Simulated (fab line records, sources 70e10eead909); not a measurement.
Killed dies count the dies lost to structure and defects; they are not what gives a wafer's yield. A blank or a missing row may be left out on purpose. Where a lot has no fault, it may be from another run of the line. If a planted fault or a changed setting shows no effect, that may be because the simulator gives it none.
Which tool is to blame? | flow nand harc | 13 lots, 38 wafers sampled, at 4 steps of a route of 1302

== WHAT THE GAUGES READ, wafer by wafer ==
The record holds no reading of a measuring or inspecting step that can be judged against a usual standard deviation.

== TOOL THAT RAN EACH LOT (tool first, then ch and the chambers of the sampled wafers, then the start) ==
lot  | NHARC_A_STAIRCASE_ETCH_273                    | NHARC_A_STAIRCASE_STRIP_274                   | NHARC_A_STAIRCASE_ETCH_294         | NHARC_A_STAIRCASE_HM_DEP_462
L893 | rie diel-11 ch 1,2, day 17 05:34 or earlier   | rie diel-11 ch 1,3, day 17 05:34 or earlier   | rie diel-10 ch 0,2,3, day 17 05:34 | acl dep-01 ch 0, day 17 11:49
L897 | rie diel-10 ch 1,2, day 18 08:53 or earlier   | rie diel-10 ch 0,2, day 18 08:53 or earlier   | rie diel-10 ch 1,2,3, day 18 08:53 | acl dep-01 ch 0, day 18 10:44
L899 | rie diel-10 ch 0,2, day 19 13:50 or earlier   | rie diel-10 ch 0,3, day 19 13:50 or earlier   | rie diel-11 ch 0,1,3, day 19 13:50 | acl dep-01 ch 0, day 19 15:37
L900 | rie diel-10 ch 0,3, day 19 21:45 or earlier   | rie diel-10 ch 1,2,3, day 19 21:45 or earlier | rie diel-11 ch 0,1,2, day 19 21:45 | acl dep-02 ch 0, day 19 23:23
L902 | rie diel-11 ch 2,3, day 20 20:56 or earlier   | rie diel-11 ch 0,2, day 20 20:56 or earlier   | rie diel-11 ch 0,3, day 20 20:56   | acl dep-02 ch 0, day 20 23:46
L906 | rie diel-05 ch 0,3, day 23 08:23 or earlier   | rie diel-05 ch 0,1,2, day 23 08:23 or earlier | rie diel-11 ch 1,3, day 23 08:23   | acl dep-02 ch 0, day 23 09:56
L908 | rie diel-11 ch 0,1,3, day 23 10:08 or earlier | rie diel-11 ch 0,2,3, day 23 10:08 or earlier | rie diel-11 ch 0,1, day 23 10:08   | acl dep-01 ch 0, day 23 15:14
L911 | rie diel-10 ch 0,1,3, day 23 20:46 or earlier | rie diel-10 ch 0,2,3, day 23 20:46 or earlier | rie diel-11 ch 0,2,3, day 23 20:46 | acl dep-01 ch 0, day 23 22:34
L910 | rie diel-11 ch 0,2,3, day 23 23:22 or earlier | rie diel-11 ch 0,2, day 23 23:22 or earlier   | rie diel-05 ch 0,3, day 23 23:22   | acl dep-02 ch 0, day 24 01:04
L913 | rie diel-05 ch 0,1,3, day 25 01:01 or earlier | rie diel-05 ch 0,2,3, day 25 01:01 or earlier | rie diel-11 ch 0,2,3, day 25 01:01 | acl dep-01 ch 0, day 25 02:58
L912 | rie diel-10 ch 1,2,3, day 25 00:49 or earlier | rie diel-10 ch 0,1,2, day 25 00:49 or earlier | rie diel-05 ch 0,2,3, day 25 00:49 | acl dep-03 ch 0, day 25 02:22
L915 | rie diel-11 ch 0,1, day 26 05:39 or earlier   | rie diel-11 ch 0,2, day 26 05:39 or earlier   | rie diel-05 ch 0,2, day 26 05:39   | acl dep-01 ch 0, day 26 09:20
L916 | rie diel-11 ch 0,2,3, day 26 10:29 or earlier | rie diel-05 ch 0,2,3, day 26 10:29            | rie diel-05 ch 1,2, day 27 00:01   | acl dep-02 ch 0, day 27 02:29
- NHARC_A_STAIRCASE_ETCH_273: etches the open film in C4F8/O2/Ar, target depth 10200 nm, time 2468.6 s.
- NHARC_A_STAIRCASE_STRIP_274: strips in O2.
- NHARC_A_STAIRCASE_ETCH_294: etches the open film in C4F8/O2/Ar, target depth 4989 nm, time 1211.6 s.
- NHARC_A_STAIRCASE_HM_DEP_462: deposits aC, target thk 800 nm.

== AS READ BY THE TOOLS THEMSELVES (means over the sampled wafers that have a number; for cases with no such wafer, the mark the record gives instead) ==
NHARC_A_STAIRCASE_ETCH_273. Usual: oes product au 0.935 a.u., standard deviation 0.017; rf vpp V 1830 V, standard deviation 11; run length s 2490.0 s, standard deviation 0.53.
lot  | tool        | oes product au (a.u.) | rf vpp V (V) | run length s (s) | flag
L893 | rie diel-11 | 0.941                 | 1845         | 2489.9           |
L897 | rie diel-10 | 0.937                 | 1829         | 2490.5           |
L899 | rie diel-10 | 0.933                 | 1826         | 2489.8           |
L900 | rie diel-10 | 0.931                 | 1833         | 2489.5           |
L902 | rie diel-11 | 0.930                 | 1834         | 2489.6           |
L906 | rie diel-05 | 0.967                 | 1814         | 2490.4           |
L908 | rie diel-11 | 0.923                 | 1834         | 2489.9           |
L911 | rie diel-10 | 0.943                 | 1833         | 2489.8           |
L910 | rie diel-11 | 0.939                 | 1835         | 2489.9           |
L913 | rie diel-05 | 0.945                 | 1822         | 2489.9           |
L912 | rie diel-10 | 0.931                 | 1832         | 2489.9           |
L915 | rie diel-11 | 0.913                 | 1838         | 2490.0           |
L916 | rie diel-11 | 0.946                 | 1833         | 2489.8           |

NHARC_A_STAIRCASE_STRIP_274. Usual: drypump motor current A 5.8 A, standard deviation 0.36; oes product au 1.000 a.u., standard deviation 0.017; rf vpp V 57.8 V, standard deviation 0.85; showerhead plenum p Torr 3.57 Torr, standard deviation 0.16; throttle valve pct 17.038 %, standard deviation 0.01.
lot  | tool        | drypump motor current A (A) | oes product au (a.u.) | rf vpp V (V) | showerhead plenum p Torr (Torr) | throttle valve pct (%) | flag
L893 | rie diel-11 | 5.9                         | 1.010                 | 58.5         | 3.62                            | 17.050                 |
L897 | rie diel-10 | 5.7                         | 1.012                 | 58.4         | 3.49                            | 17.033                 |
L899 | rie diel-10 | 5.8                         | 0.994                 | 58.2         | 3.71                            | 17.039                 |
L900 | rie diel-10 | 5.6                         | 0.982                 | 57.7         | 3.62                            | 17.043                 |
L902 | rie diel-11 | 6.0                         | 0.992                 | 58.4         | 3.71                            | 17.038                 |
L906 | rie diel-05 | 6.3                         | 1.016                 | 58.3         | 3.47                            | 17.046                 |
L908 | rie diel-11 | 5.9                         | 0.997                 | 57.8         | 3.63                            | 17.044                 |
L911 | rie diel-10 | 5.8                         | 0.999                 | 58.0         | 3.57                            | 17.045                 |
L910 | rie diel-11 | 6.0                         | 0.979                 | 57.8         | 3.70                            | 17.043                 |
L913 | rie diel-05 | 6.2                         | 1.028                 | 58.3         | 3.33                            | 17.041                 |
L912 | rie diel-10 | 5.5                         | 0.995                 | 56.8         | 3.50                            | 17.032                 |
L915 | rie diel-11 | 5.8                         | 0.980                 | 58.3         | 3.67                            | 17.030                 |
L916 | rie diel-05 | 6.2                         | 1.008                 | 57.2         | 3.50                            | 17.040                 |

NHARC_A_STAIRCASE_ETCH_294. Usual: oes product au 0.934 a.u., standard deviation 0.017; rf vpp V 1830 V, standard deviation 13; run length s 1233.0 s, standard deviation 0.52.
lot  | tool        | oes product au (a.u.) | rf vpp V (V) | run length s (s) | flag
L893 | rie diel-10 | 0.945                 | 1820         | 1232.8           |
L897 | rie diel-10 | 0.941                 | 1821         | 1233.0           |
L899 | rie diel-11 | 0.933                 | 1836         | 1258.2           | OFF
L900 | rie diel-11 | 0.909                 | 1842         | 1282.3           | OFF
L902 | rie diel-11 | 0.935                 | 1831         | 1270.5           | OFF
L906 | rie diel-11 | 0.956                 | 1830         | 1233.0           |
L908 | rie diel-11 | 0.913                 | 1839         | 1233.2           |
L911 | rie diel-11 | 0.936                 | 1834         | 1232.9           |
L910 | rie diel-05 | 0.963                 | 1813         | 1233.1           |
L913 | rie diel-11 | 0.922                 | 1834         | 1233.1           |
L912 | rie diel-05 | 0.950                 | 1812         | 1233.3           |
L915 | rie diel-05 | 0.933                 | 1812         | 1233.6           |
L916 | rie diel-05 | 0.921                 | 1820         | 1233.2           |

NHARC_A_STAIRCASE_HM_DEP_462. Usual: 34.999 % for throttle valve pct, sd 0.0086.
lot  | tool       | throttle valve pct (%) | flag
L893 | acl dep-01 | 34.999                 |
L897 | acl dep-01 | 34.997                 |
L899 | acl dep-01 | 34.995                 |
L900 | acl dep-02 | 35.004                 |
L902 | acl dep-02 | 35.009                 |
L906 | acl dep-02 | 35.005                 |
L908 | acl dep-01 | 35.012                 |
L911 | acl dep-01 | 34.990                 |
L910 | acl dep-02 | 34.996                 |
L913 | acl dep-01 | 34.997                 |
L912 | acl dep-03 | 34.992                 |
L915 | acl dep-01 | 34.994                 |
L916 | acl dep-02 | 34.996                 |

== THE ANSWER, worked out from the rows above alone ==
Rule: a lot counts as off when the mean over its wafers that have a number is more than 3 standard deviations away from the usual mean. Also off: a lot with no number at a reading for which 4 or more lots have one. The other lots that the step has rows for count as sound. First the gauges in route order, then the tools' own readings, where a lot's mean is used as printed above. At the first step where some lot is off, the reading lying furthest off is the one used; lots without a number count as furthest.
Off: L899, L900, L902 (NHARC_A_STAIRCASE_ETCH_294, run length s).
A tool fits if, at that step or a process step before it, it ran every lot that is off, and no sound lot after the first of them. With no start given for some of its lots, NHARC_A_STAIRCASE_ETCH_273 uses the hours and lot order of NHARC_A_STAIRCASE_ETCH_294. With no start given for some of its lots, NHARC_A_STAIRCASE_STRIP_274 uses the hours and lot order of NHARC_A_STAIRCASE_ETCH_294. No candidate that was tried fits.

== WHAT HAD BEEN PUT IN BY THE SIMULATOR ==
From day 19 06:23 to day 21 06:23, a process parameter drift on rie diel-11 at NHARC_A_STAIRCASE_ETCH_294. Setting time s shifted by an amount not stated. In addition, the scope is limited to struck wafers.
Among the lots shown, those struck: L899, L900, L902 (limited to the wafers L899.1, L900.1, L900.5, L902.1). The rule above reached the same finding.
